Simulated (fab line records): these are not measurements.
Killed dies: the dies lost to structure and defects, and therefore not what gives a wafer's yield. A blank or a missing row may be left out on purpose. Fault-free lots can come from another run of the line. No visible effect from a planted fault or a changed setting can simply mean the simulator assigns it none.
Matching of chambers / flow nandHarc / rieDiel-04 running NHARC_A_STAIRCASE_DESCUM_186: 4 sister chambers
The step chemistry O2, time 3 s. 22 wafers are shown with their chamber, then 11 later ones without.

## WAFERS, EACH WITH ITS CHAMBER
wafer=L074.1; chamber=3; drypumpMotorCurrentA (A)=6.3; showerheadPlenumPTorr (Torr)=1.76; throttleValvePct (%)=11.302
wafer=L074.2; chamber=2; drypumpMotorCurrentA (A)=5.4; showerheadPlenumPTorr (Torr)=1.95; throttleValvePct (%)=11.307
wafer=L074.4; chamber=0; drypumpMotorCurrentA (A)=5.4; showerheadPlenumPTorr (Torr)=1.88; throttleValvePct (%)=11.302
wafer=L078.1; chamber=2; drypumpMotorCurrentA (A)=5.4; showerheadPlenumPTorr (Torr)=1.95; throttleValvePct (%)=11.317
wafer=L078.2; chamber=1; drypumpMotorCurrentA (A)=5.8; showerheadPlenumPTorr (Torr)=1.96; throttleValvePct (%)=11.312
wafer=L078.6; chamber=0; drypumpMotorCurrentA (A)=5.4; showerheadPlenumPTorr (Torr)=1.88; throttleValvePct (%)=11.300
wafer=L079.1; chamber=0; drypumpMotorCurrentA (A)=5.4; showerheadPlenumPTorr (Torr)=1.88; throttleValvePct (%)=11.310
wafer=L079.2; chamber=3; drypumpMotorCurrentA (A)=6.3; showerheadPlenumPTorr (Torr)=2.07; throttleValvePct (%)=11.299
wafer=L079.3; chamber=1; drypumpMotorCurrentA (A)=5.8; showerheadPlenumPTorr (Torr)=1.96; throttleValvePct (%)=11.317
wafer=L079.4; chamber=2; drypumpMotorCurrentA (A)=5.3; showerheadPlenumPTorr (Torr)=1.94; throttleValvePct (%)=11.297
wafer=L079.5; chamber=3; drypumpMotorCurrentA (A)=6.3; showerheadPlenumPTorr (Torr)=2.07; throttleValvePct (%)=11.316
wafer=L079.6; chamber=0; drypumpMotorCurrentA (A)=5.4; showerheadPlenumPTorr (Torr)=1.88; throttleValvePct (%)=11.317
wafer=L080.2; chamber=1; drypumpMotorCurrentA (A)=5.8; showerheadPlenumPTorr (Torr)=1.96; throttleValvePct (%)=11.314
wafer=L080.3; chamber=3; drypumpMotorCurrentA (A)=6.3; showerheadPlenumPTorr (Torr)=2.07; throttleValvePct (%)=11.314
wafer=L080.5; chamber=1; drypumpMotorCurrentA (A)=5.8; showerheadPlenumPTorr (Torr)=1.96; throttleValvePct (%)=11.331
wafer=L081.2; chamber=2; drypumpMotorCurrentA (A)=5.4; showerheadPlenumPTorr (Torr)=1.94; throttleValvePct (%)=11.298
wafer=L081.3; chamber=3; drypumpMotorCurrentA (A)=6.3; showerheadPlenumPTorr (Torr)=2.07; throttleValvePct (%)=11.307
wafer=L081.4; chamber=3; drypumpMotorCurrentA (A)=6.3; showerheadPlenumPTorr (Torr)=2.07; throttleValvePct (%)=11.322
wafer=L082.3; chamber=3; drypumpMotorCurrentA (A)=6.3; showerheadPlenumPTorr (Torr)=2.07; throttleValvePct (%)=11.300
wafer=L082.4; chamber=3; drypumpMotorCurrentA (A)=6.2; showerheadPlenumPTorr (Torr)=2.07; throttleValvePct (%)=11.303
wafer=L082.5; chamber=0; drypumpMotorCurrentA (A)=5.4; showerheadPlenumPTorr (Torr)=1.87; throttleValvePct (%)=11.318
wafer=L086.2; chamber=0; drypumpMotorCurrentA (A)=5.4; showerheadPlenumPTorr (Torr)=1.87; throttleValvePct (%)=11.311

SIGNATURES (means of the wafers above)
reading=drypumpMotorCurrentA; chamber 0=5.400; chamber 1=5.800; chamber 2=5.375; chamber 3=6.287; scatter within a chamber=0.03
reading=showerheadPlenumPTorr; chamber 0=1.8767; chamber 1=1.9600; chamber 2=1.9450; chamber 3=2.0312; scatter within a chamber=0.0684
reading=throttleValvePct; chamber 0=11.30967; chamber 1=11.31850; chamber 2=11.30475; chamber 3=11.30787; scatter within a chamber=0.00837
Rule: a wafer lies at a distance from a chamber equal to the root of the sum of squares, over the readings, of (its reading less the chamber's mean, divided by the reading's scatter). If the next closest chamber is less than 2 further off than the closest, the wafer can't be placed; otherwise it belongs to the closest. How the scatter is found: for the shown wafers, subtract from each reading the mean of its chamber, square and add these, divide the total by (wafers less chambers), then take the root.

## WAFERS WHOSE CHAMBER IS MISSING
wafer=L086.5; drypumpMotorCurrentA (A)=5.4; showerheadPlenumPTorr (Torr)=1.94; throttleValvePct (%)=11.298
wafer=L086.6; drypumpMotorCurrentA (A)=5.8; showerheadPlenumPTorr (Torr)=1.95; throttleValvePct (%)=11.306
wafer=L087.1; drypumpMotorCurrentA (A)=5.8; showerheadPlenumPTorr (Torr)=1.95; throttleValvePct (%)=11.308
wafer=L087.2; drypumpMotorCurrentA (A)=5.4; showerheadPlenumPTorr (Torr)=1.87; throttleValvePct (%)=11.297
wafer=L087.6; drypumpMotorCurrentA (A)=5.4; showerheadPlenumPTorr (Torr)=1.94; throttleValvePct (%)=11.303
wafer=L089.1; drypumpMotorCurrentA (A)=5.4; showerheadPlenumPTorr (Torr)=1.87; throttleValvePct (%)=11.309
wafer=L089.2; drypumpMotorCurrentA (A)=5.8; showerheadPlenumPTorr (Torr)=1.95; throttleValvePct (%)=11.310
wafer=L089.6; drypumpMotorCurrentA (A)=5.4; showerheadPlenumPTorr (Torr)=1.93; throttleValvePct (%)=11.311
wafer=L095.2; drypumpMotorCurrentA (A)=6.3; showerheadPlenumPTorr (Torr)=2.05; throttleValvePct (%)=11.307
wafer=L095.4; drypumpMotorCurrentA (A)=5.8; showerheadPlenumPTorr (Torr)=1.94; throttleValvePct (%)=11.307
wafer=L095.5; drypumpMotorCurrentA (A)=5.4; showerheadPlenumPTorr (Torr)=1.86; throttleValvePct (%)=11.306

## WHICH CHAMBER EACH WENT THROUGH
wafer=L086.5; from the rows above=can't be placed: 2 or 0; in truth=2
wafer=L086.6; from the rows above=1; in truth=1
wafer=L087.1; from the rows above=1; in truth=1
wafer=L087.2; from the rows above=can't be placed: 0 or 2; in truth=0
wafer=L087.6; from the rows above=can't be placed: 2 or 0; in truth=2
wafer=L089.1; from the rows above=can't be placed: 0 or 2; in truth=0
wafer=L089.2; from the rows above=1; in truth=1
wafer=L089.6; from the rows above=can't be placed: 0 or 2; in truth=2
wafer=L095.2; from the rows above=3; in truth=3
wafer=L095.4; from the rows above=1; in truth=1
wafer=L095.5; from the rows above=can't be placed: 0 or 2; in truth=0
Correctly placed: 5 of 11. These rows do not allow placing 6 (true chamber among the candidates in 6). Placed wrongly: 0.
